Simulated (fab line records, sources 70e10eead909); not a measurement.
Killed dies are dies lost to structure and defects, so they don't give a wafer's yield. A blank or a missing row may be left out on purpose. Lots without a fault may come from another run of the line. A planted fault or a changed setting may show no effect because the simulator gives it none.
Chamber matching | flow nand_harc | NHARC_A_STAIRCASE_DEP_151 on pecvd-02: 3 sister chambers
The step deposits SiO2, target thk 7200 nm. 6 wafers are shown with their chamber, then 7 later ones without.

WAFERS WITH THEIR CHAMBER
wafer  | chamber | heater_power_w (W) | mfc_precursor_sccm (sccm)
L079.1 | 2       | 722                | 199.8
L079.5 | 1       | 610                | 199.6
L081.1 | 2       | 788                | 199.5
L081.4 | 0       | 547                | 199.8
L084.1 | 0       | 561                | 200.3
L084.5 | 1       | 631                | 199.9

WAFERS WITHOUT THEIR CHAMBER
wafer  | heater_power_w (W) | mfc_precursor_sccm (sccm)
L084.6 | 539                | 200.7
L086.3 | 736                | 200.1
L086.4 | 624                | 200.1
L086.6 | 616                | 201.4
L092.4 | 642                | 199.5
L092.5 | 563                | 200.2
L092.6 | 623                | 199.9

WHICH CHAMBER EACH WENT THROUGH
wafer  | from the rows above     | in truth
L084.6 | 0                       | 0
L086.3 | 2                       | 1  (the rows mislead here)
L086.4 | can't be placed: 1 or 0 | 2
L086.6 | can't be placed: 0 or 1 | 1
L092.4 | 1                       | 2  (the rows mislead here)
L092.5 | can't be placed: 0 or 1 | 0
L092.6 | can't be placed: 1 or 0 | 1
Placed correctly: 1 of 7. Can't be placed from these rows: 4 (the true chamber is among the candidates in 3). Placed wrongly: 2.
How it was worked out, from the rows above alone: a wafer's distance from a chamber is the root of the sum, over the readings, of the square of ((its reading less the chamber's mean) divided by the reading's scatter). The wafer belongs to the nearest chamber; if the next one is less than 2 further off, it can't be placed. A chamber's mean is the mean of its shown wafers. The scatter: the root of (the sum of the squares of (reading less its chamber's mean) over the shown wafers, divided by (wafers less chambers)).
